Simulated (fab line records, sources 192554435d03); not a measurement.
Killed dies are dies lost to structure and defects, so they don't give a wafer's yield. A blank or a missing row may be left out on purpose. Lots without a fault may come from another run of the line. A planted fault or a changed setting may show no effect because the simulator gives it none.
Chamber matching | flow n5_finfet | N5_BEOL_M10_VIA_ETCH_34 on rie_diel-06: 4 sister chambers
The step etches SiCOH lowk in C4F6/O2, target depth 184.5 nm, time 69.2 s. 4 wafers are shown with their chamber, then 8 later ones without.

WAFERS WITH THEIR CHAMBER
wafer  | chamber | drypump_motor_current_A (A)
L080.5 | 1       | 5.7
L084.6 | 3       | 6.0
L089.1 | 0       | 5.7
L091.1 | 2       | 4.9

WAFERS WITHOUT THEIR CHAMBER
wafer  | drypump_motor_current_A (A)
L091.4 | 6.0
L091.5 | 6.0
L094.1 | 5.7
L094.2 | 5.8
L094.4 | 6.0
L096.1 | 5.7
L096.3 | 5.7
L096.5 | 5.8

WHICH CHAMBER EACH WENT THROUGH
wafer  | from the rows above     | in truth
L091.4 | 3                       | 3
L091.5 | 3                       | 3
L094.1 | can't be placed: 0 or 1 | 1
L094.2 | can't be placed: 0 or 1 | 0
L094.4 | 3                       | 3
L096.1 | can't be placed: 0 or 1 | 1
L096.3 | can't be placed: 0 or 1 | 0
L096.5 | can't be placed: 0 or 1 | 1
Placed correctly: 3 of 8. Can't be placed from these rows: 5 (the true chamber is among the candidates in 5). Placed wrongly: 0.
How it was worked out, from the rows above alone: a wafer's distance from a chamber is the root of the sum, over the readings, of the square of ((its reading less the chamber's mean) divided by the reading's scatter). The wafer belongs to the nearest chamber; if the next one is less than 2 further off, it can't be placed. A chamber's mean is the mean of its shown wafers. The scatter: with one shown wafer a chamber, the root of the mean of the squares of how far each hidden wafer lies from its nearest shown one.
